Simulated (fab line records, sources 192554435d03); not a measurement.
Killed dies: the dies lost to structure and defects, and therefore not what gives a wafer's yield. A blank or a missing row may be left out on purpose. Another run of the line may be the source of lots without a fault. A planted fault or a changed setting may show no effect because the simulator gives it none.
8D (eight disciplines) problem report, filled in by code :: flow n5 finfet :: the parts of the form that need people (team, actions taken, sign-off) are left out

## 1. THE ISSUE
At N5_BEOL_M10_CVD_75, run length s averages 252.1 s over 3 wafers from 3 lots, while fault-free wafers read 161.9 s, standard deviation 0.63. So: +99 or more standard deviations from the usual mean.
The step: deposits Co from CCTBA/H2, target thk 2 nm, time 138.9 s.
Earliest sighting: wafer L327.2 on cvd co-02 at day 16 07:07. Wafers with a number at this step in the record: 33, from 12 lots. The rule behind "out" and "out of limits": a value lying over 4 standard deviations away from the usual mean. The rest of the wafers with a number are treated as sound.

## 2. WHAT IT IS, WHAT IT ISN'T
question: which readings at this step
is: run length s
is not: -

question: which lots
is: L327, L328, L330
is not: L310, L311, L312, L313, L316, L317, L318, L319, L331

question: which wafers of those lots
is: L327.2, L328.2, L330.2
is not: L327.1, L328.1, L330.4

question: read on which tools
is: cvd co-02
is not: cvd co-01

question: when
is: from day 16 07:07
is not: up to then (25 sound wafers); but 5 sound wafers of L328, L330, L331 came after

## 3. SUSPECTS, AND WHAT RULES EACH OUT
Counting: if a tool at a process step up to the reading ran every lot that is out, it stays a suspect. Sound lots after the first of them don't rule it out here, since some wafers of a struck lot are sound.
- cvd co-02 at N5_BEOL_M10_CVD_75 (deposits Co from CCTBA/H2, target thk 2 nm, time 138.9 s): kept. Ran every lot that is out, first one L327 (day 16 07:07); last sound lot up to then L319 (day 13 06:56). On those wafers its own readings are out: run length s.
Remaining after the count: cvd co-02 at N5_BEOL_M10_CVD_75.

## 4. THE CAUSE (what the simulator had put in)
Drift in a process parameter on cvd co-02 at N5_BEOL_M10_CVD_75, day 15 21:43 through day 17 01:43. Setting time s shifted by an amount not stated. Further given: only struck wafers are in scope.
After counting, this tool was the only one left.

## 5. SEQUENCE OF EFFECTS, ordered by route
Each row: a reading whose mean over the struck wafers that have a number lies more than 3 standard deviations from the usual. Only readings whose record carries a usual standard deviation are examined. hours: median over the lots of the time between each lot's start at the first step of this table that gives one and its start at this step. sigmas: the change, counted in usual standard deviations.
hours: 0
step: N5_BEOL_M10_CVD_75
reading: run length s
usual: 161.9 s
on struck wafers: 252.1
change: +90.2
sigmas: +99 or more
It contains these process steps:
- N5_BEOL_M10_CVD_75: deposits Co from CCTBA/H2, target thk 2 nm, time 138.9 s.

## 6. HOW IT WOULD HAVE BEEN CAUGHT EARLIER
9 hours passed between the start of the fault at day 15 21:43 and the first reading out of limits in this record, taken at day 16 07:07.
